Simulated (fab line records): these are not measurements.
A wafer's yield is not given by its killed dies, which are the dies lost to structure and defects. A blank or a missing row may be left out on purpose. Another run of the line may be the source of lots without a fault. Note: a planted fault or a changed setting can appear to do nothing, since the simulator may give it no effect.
Chamber matching / flow nand_harc / 4 sister chambers for NHARC_P_M1_CMP_23 on cmp-04
The step polishes, t overpolish 20 s, target thk 157.82 nm. 27 wafers are shown with their chamber, then 12 later ones without.

## EACH WAFER AND ITS CHAMBER
wafer=L076.2; chamber=0; motor_current_A (A)=12.6; time_to_endpoint_s (s)=29.1
wafer=L076.5; chamber=1; motor_current_A (A)=11.1; time_to_endpoint_s (s)=33.2
wafer=L076.6; chamber=0; motor_current_A (A)=12.2; time_to_endpoint_s (s)=30.5
wafer=L080.3; chamber=0; motor_current_A (A)=12.4; time_to_endpoint_s (s)=26.4
wafer=L080.4; chamber=3; motor_current_A (A)=13.1; time_to_endpoint_s (s)=24.3
wafer=L080.6; chamber=0; motor_current_A (A)=12.3; time_to_endpoint_s (s)=27.9
wafer=L079.4; chamber=3; motor_current_A (A)=12.7; time_to_endpoint_s (s)=25.4
wafer=L079.5; chamber=0; motor_current_A (A)=11.8; time_to_endpoint_s (s)=32.9
wafer=L079.6; chamber=3; motor_current_A (A)=12.3; time_to_endpoint_s (s)=26.4
wafer=L081.2; chamber=0; motor_current_A (A)=12.9; time_to_endpoint_s (s)=31.7
wafer=L081.3; chamber=1; motor_current_A (A)=10.6; time_to_endpoint_s (s)=28.1
wafer=L081.6; chamber=1; motor_current_A (A)=10.2; time_to_endpoint_s (s)=29.6
wafer=L081.1; chamber=3; motor_current_A (A)=13.5; time_to_endpoint_s (s)=26.1
wafer=L081.4; chamber=2; motor_current_A (A)=10.9; time_to_endpoint_s (s)=29.9
wafer=L081.5; chamber=0; motor_current_A (A)=12.2; time_to_endpoint_s (s)=31.2
wafer=L083.1; chamber=1; motor_current_A (A)=10.5; time_to_endpoint_s (s)=29.3
wafer=L083.3; chamber=0; motor_current_A (A)=12.6; time_to_endpoint_s (s)=32.7
wafer=L083.6; chamber=0; motor_current_A (A)=12.6; time_to_endpoint_s (s)=32.1
wafer=L084.1; chamber=1; motor_current_A (A)=10.3; time_to_endpoint_s (s)=29.3
wafer=L084.2; chamber=3; motor_current_A (A)=13.9; time_to_endpoint_s (s)=29.9
wafer=L084.5; chamber=2; motor_current_A (A)=11.7; time_to_endpoint_s (s)=27.5
wafer=L084.3; chamber=2; motor_current_A (A)=11.0; time_to_endpoint_s (s)=29.8
wafer=L084.4; chamber=0; motor_current_A (A)=12.1; time_to_endpoint_s (s)=30.4
wafer=L084.6; chamber=1; motor_current_A (A)=10.9; time_to_endpoint_s (s)=29.1
wafer=L087.3; chamber=1; motor_current_A (A)=10.7; time_to_endpoint_s (s)=22.4
wafer=L087.4; chamber=3; motor_current_A (A)=13.4; time_to_endpoint_s (s)=25.3
wafer=L087.6; chamber=2; motor_current_A (A)=11.4; time_to_endpoint_s (s)=24.6

SIGNATURES (averages over the wafers above)
reading=motor_current_A; chamber 0=12.370; chamber 1=10.614; chamber 2=11.250; chamber 3=13.150; scatter within a chamber=0.395
reading=time_to_endpoint_s; chamber 0=30.490; chamber 1=28.714; chamber 2=27.950; chamber 3=26.233; scatter within a chamber=2.47
Rule: a wafer lies at a distance from a chamber equal to the root of the sum of squares, over the readings, of (its reading less the chamber's mean, divided by the reading's scatter). If the next closest chamber is less than 2 further off than the closest, the wafer can't be placed; otherwise it belongs to the closest. The scatter: take each reading less its chamber's mean, square it, sum over the shown wafers, divide by the number of wafers less the number of chambers, and take the root.

## WAFERS WHOSE CHAMBER IS MISSING
wafer=L088.4; motor_current_A (A)=12.9; time_to_endpoint_s (s)=26.6
wafer=L088.5; motor_current_A (A)=11.1; time_to_endpoint_s (s)=23.7
wafer=L088.6; motor_current_A (A)=11.0; time_to_endpoint_s (s)=22.6
wafer=L094.1; motor_current_A (A)=12.3; time_to_endpoint_s (s)=26.3
wafer=L094.2; motor_current_A (A)=11.2; time_to_endpoint_s (s)=24.9
wafer=L094.4; motor_current_A (A)=13.3; time_to_endpoint_s (s)=22.7
wafer=L094.3; motor_current_A (A)=11.6; time_to_endpoint_s (s)=25.2
wafer=L094.5; motor_current_A (A)=13.0; time_to_endpoint_s (s)=23.0
wafer=L094.6; motor_current_A (A)=12.7; time_to_endpoint_s (s)=27.4
wafer=L096.1; motor_current_A (A)=10.4; time_to_endpoint_s (s)=30.1
wafer=L096.2; motor_current_A (A)=12.6; time_to_endpoint_s (s)=30.2
wafer=L096.5; motor_current_A (A)=12.8; time_to_endpoint_s (s)=29.0

## EACH ONE'S CHAMBER
wafer=L088.4; from the rows above=can't be placed: 3 or 0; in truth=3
wafer=L088.5; from the rows above=can't be placed: 2 or 1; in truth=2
wafer=L088.6; from the rows above=can't be placed: 2 or 1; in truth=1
wafer=L094.1; from the rows above=can't be placed: 0 or 3 or 2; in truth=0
wafer=L094.2; from the rows above=can't be placed: 2 or 1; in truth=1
wafer=L094.4; from the rows above=3; in truth=3
wafer=L094.3; from the rows above=can't be placed: 2 or 1 or 0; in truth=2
wafer=L094.5; from the rows above=3; in truth=3
wafer=L094.6; from the rows above=can't be placed: 3 or 0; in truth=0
wafer=L096.1; from the rows above=can't be placed: 1 or 2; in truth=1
wafer=L096.2; from the rows above=can't be placed: 0 or 3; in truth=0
wafer=L096.5; from the rows above=can't be placed: 0 or 3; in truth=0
Placed correctly: 2 of 12. Can't be placed from these rows: 10 (the true chamber is among the candidates in 10). Wrongly placed: 0.
